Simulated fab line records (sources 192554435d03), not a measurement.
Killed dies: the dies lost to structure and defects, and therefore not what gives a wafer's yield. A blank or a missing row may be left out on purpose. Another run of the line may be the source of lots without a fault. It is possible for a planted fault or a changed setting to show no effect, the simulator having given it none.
Struck lot and sound lot, side by side | flow n5_finfet | 37 out of 1938 route steps
Sound: these wafers, L975.2, L975.5, L975.6. Struck: wafers L980.1, L980.2 (left out: L980.3, a lot-mate that was not struck); the cause follows at the end.
For every step that has rows: the tool of each side, followed by ch and its chambers, followed by its first start. Under that, the readings that differ: sound wafers | struck wafers | difference of the means | sigmas: that difference in standard deviations of wafers without a fault.
alike: same words and numbers on both sides, and readings whose means sit less than 2 such deviations apart. not compared: any withheld reading, any reading some wafer has no value for, any bound like >300 that may hide the same value, and any number with overlapping values for which the record gives no deviation.
Wherever a step has rows on one side only, a row that says differs or no value, or a row with sigmas, the two part there. When numbers do not overlap yet have no deviation, they are printed without sigmas and do not part them. Lack of a reading on every wafer of one side parts them only where that side has two or more wafers.

first, 9 steps without rows for these wafers: N5_BEOL_M9_DESCUM_33 (chemistry O2, time 7 s); N5_BEOL_M9_ETCH_76 (etches underlayer in N2/H2, target depth 6.5 nm, time 5.2 s); N5_BEOL_M9_ETCH_65 (etches SiARC in CF4, target depth 15.6 nm, time 26 s); N5_BEOL_M9_ETCH_66 (etches SOC in N2/H2, target depth 80 nm, overetch 16 nm, time 120 s); N5_BEOL_M9_STRIP_69 (strips in N2/H2); N5_BEOL_M9_STRIP_77 (strips in N2/H2); N5_BEOL_M9_VIA_ETCH_34 (etches SiCOH lowk in C4F6/O2, target depth 182.4 nm, time 68.4 s); N5_BEOL_M9_STRIP_73 (strips in C4F6/O2); N5_BEOL_M9_STRIP_36 (strips in N2/H2).
N5_BEOL_M9_TRENCH_ETCH_37: etches SiCOH lowk in C4F6/O2, target depth 151.43 nm, time 49 s.
  sound on rie_diel-06 ch 0,1,2, day 12 11:46; struck on rie_diel-06 ch 0,1, day 13 10:01
  reading                             | sound             | struck      | difference | sigmas
  model.etch.depth_nm (nm)            | 149.9 155.8 152.5 | 163.3 166.1 | +12.0      |
  model.BEOL_M9.feature_depth_nm (nm) | 149.8 155.8 152.4 | 163.2 166.2 | +12.0      |
  alike: drypump_motor_current_A, oes_product_au, rf_vpp_V, showerhead_plenum_p_Torr, throttle_valve_pct
  not compared: rf_hours_counter_h
then, 2 steps without rows for these wafers: N5_BEOL_M9_ETCH_41 (etches SiCN in CH3F/O2, target depth 36.6 nm, time 70.1 s); N5_BEOL_M9_STRIP_80 (strips in N2/H2, time 10 s).
N5_BEOL_M9_OCD_MEAS_38:
  sound on ocd-02, day 12 11:57; struck on ocd-01, day 13 10:11
  reading              | sound             | struck      | difference | sigmas
  trench_depth_nm (nm) | 150.0 155.7 152.0 | 163.0 166.6 | +12.2      | +5
then, 13 steps without rows for these wafers: N5_BEOL_M9_HM_STRIP_39 (strips TiN in peroxide tin strip, target depth 25 nm, time 158 s); N5_BEOL_M9_SRD_40 (time 30 s); N5_BEOL_M9_PRECLEAN_42 (cleans in residue remover, time 60 s); N5_BEOL_M9_SRD_43 (time 30 s); N5_BEOL_M9_CURE_72 (cures SiCOH lowk, time 120 s); N5_BEOL_M9_DEGAS_44 (time 60 s); N5_BEOL_M9_PRE_CLEAN_45 (time 30 s); N5_BEOL_M9_ALD_74 (deposits TaN, target thk 2 nm, pulse time 2 s, purge time 3 s); N5_BEOL_M9_SURFACE_TREAT_79; N5_BEOL_M9_CVD_78 (deposits Co from CCTBA/H2, target thk 2 nm, time 138.9 s); N5_BEOL_M9_SPUTTER_48 (material Cu, target thk 12 nm, time 2 s); N5_BEOL_M9_ECD_50 (material Cu, target thk 318 nm); N5_BEOL_M9_ANNEAL_51 (time 90 s).
N5_BEOL_M9_CMP_52: polishes, stops on SiCOH lowk, t overpolish 7 s, target thk 140 nm.
  sound on cmp-01 ch 0,1,2, day 12 14:40; struck on cmp-01 ch 0,2, day 13 12:32
  reading                                | sound       | struck      | difference | sigmas
  model.Cu_of_BEOL_M9_ECD_50.thk_nm (nm) | 137 143 140 | 151.8 153.8 | +12.8      |
  alike: barrier_field_endpoint_s, motor_current_A, overpolish_run_s, time_to_endpoint_s
N5_BEOL_M9_THK_MEAS_53: measures by xrf.
  sound on film_metro-01, day 12 14:53; struck on film_metro-02, day 13 12:47
  reading     | sound             | struck      | difference | sigmas
  M9_THK (nm) | 135.5 142.4 139.7 | 151.7 153.0 | +13.2      | +4
then, 2 steps without rows for these wafers: N5_BEOL_M9_PRE_CLEAN_55 (time 15 s); N5_BEOL_M9_DEP_56 (deposits SiCN from 3MS/NH3, target thk 15 nm, time 26.5 s).
N5_BEOL_M9_RS_MEAS_57: measures by four-point-probe.
  sound on film_metro-02, day 12 15:02; struck on film_metro-02, day 13 12:55
  reading        | sound             | struck      | difference | sigmas
  M9_RS (ohm/sq) | 0.154 0.147 0.151 | 0.138 0.136 | -0.014     | -4
then, 5 steps without rows for these wafers: N5_BEOL_M10_ILD_DEP_00 (deposits SiCOH lowk from DEMS/porogen, target thk 308.51 nm, time 58 s); N5_BEOL_M10_CURE_71 (cures SiCOH lowk, time 240 s); N5_BEOL_M10_PECVD_70 (deposits SiO2 from TEOS/O2, target thk 20 nm, time 22.7 s); N5_BEOL_M10_HM_DEP_02 (deposits TiN, target thk 20 nm); N5_BEOL_M10_COAT_59 (time 60 s, resist thk 100 nm).
N5_BEOL_M15_RC_MEAS_101:
  sound on prober-02 ch 0, day 14 06:37; struck on prober-01 ch 0, day 14 22:01
  reading                   | sound                   | struck          | difference | sigmas
  COMB_M13 (S/m)            | 3.9e-12 4.3e-12 3e-12   | 5.5e-12 8.6e-12 | +3.3e-12   | +3
  COMB_M14 (S/m)            | 2.9e-12 2.4e-12 3.3e-12 | 4.4e-12 6.4e-12 | +2.5e-12   | +2
  COMB_M15 (S/m)            | 1.4e-12 1.8e-12 2.3e-12 | 3.6e-12 3.4e-12 | +1.7e-12   | +2
  SERP_M9 (ohm/um)          | 3.14 2.97 3.07          | 2.85 2.80       | -0.23      | -3
  SERP_M9_max_site (ohm/um) | 3.32 3.04 3.09          | 2.94 2.84       | -0.26      | -3
  alike: COMB_M10, COMB_M10_max_site, COMB_M11, COMB_M12, COMB_M5, COMB_M6, COMB_M7, COMB_M8, COMB_M9, COMB_M9_max_site, SERP_M10, SERP_M11, SERP_M12, SERP_M13, SERP_M13_max_site, SERP_M14, SERP_M5, SERP_M6, SERP_M7, SERP_M8

== WHERE THEY PART ==
Last at N5_BEOL_M15_RC_MEAS_101 as far as this record goes, first at N5_BEOL_M9_OCD_MEAS_38.

WHY: what had been put in by the simulator
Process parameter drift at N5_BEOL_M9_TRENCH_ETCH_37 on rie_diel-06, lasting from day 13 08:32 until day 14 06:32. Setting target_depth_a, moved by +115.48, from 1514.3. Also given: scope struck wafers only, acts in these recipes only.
